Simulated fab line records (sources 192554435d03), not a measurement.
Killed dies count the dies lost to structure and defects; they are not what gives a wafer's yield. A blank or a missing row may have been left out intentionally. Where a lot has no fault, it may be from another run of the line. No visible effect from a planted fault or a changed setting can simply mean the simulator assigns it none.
Matching of chambers | flow n5_finfet | N5_BEOL_M4_PECVD_72 on pecvd-04: 3 sister chambers
The step deposits SiO2 from TEOS/O2, target thk 16 nm, time 18 s. 6 wafers are shown with their chamber, then 11 later ones without.

## EACH WAFER AND ITS CHAMBER
wafer  | chamber | showerhead_plenum_p_Torr (Torr) | heater_power_w (W)
L083.3 | 0       | 8.75                            | 623
L086.4 | 0       | 8.76                            | 631
L087.1 | 2       | 8.78                            | 678
L087.3 | 1       | 8.76                            | 712
L087.5 | 2       | 8.78                            | 657
L088.1 | 1       | 8.73                            | 724

## WAFERS MISSING THEIR CHAMBER
wafer  | showerhead_plenum_p_Torr (Torr) | heater_power_w (W)
L088.2 | 8.75                            | 662
L088.4 | 8.73                            | 717
L089.2 | 8.77                            | 614
L089.3 | 8.77                            | 680
L089.5 | 8.74                            | 688
L093.4 | 8.74                            | 689
L093.5 | 8.73                            | 592
L093.6 | 8.76                            | 620
L097.1 | 8.78                            | 576
L097.3 | 8.74                            | 559
L097.5 | 8.74                            | 720

## WHICH CHAMBER EACH WENT THROUGH
wafer  | from the rows above     | in truth
L088.2 | can't be placed: 2 or 0 | 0
L088.4 | 1                       | 1
L089.2 | 0                       | 0
L089.3 | 2                       | 2
L089.5 | can't be placed: 1 or 2 | 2
L093.4 | can't be placed: 1 or 2 | 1
L093.5 | 0                       | 0
L093.6 | 0                       | 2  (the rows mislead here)
L097.1 | 0                       | 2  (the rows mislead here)
L097.3 | 0                       | 0
L097.5 | 1                       | 1
Correctly placed: 6 of 11. From these rows, 3 cannot be placed; in 3 the true chamber is one of the candidates. Number placed wrongly: 2.
How it was worked out, from the rows above alone: a wafer's distance from a chamber is the root of the sum, over the readings, of the square of ((its reading less the chamber's mean) divided by the reading's scatter). The wafer belongs to the nearest chamber; if the next one is less than 2 further off, it can't be placed. A chamber's mean is the mean of its shown wafers. How the scatter is found: for the shown wafers, subtract from each reading the mean of its chamber, square and add these, divide the total by (wafers less chambers), then take the root.
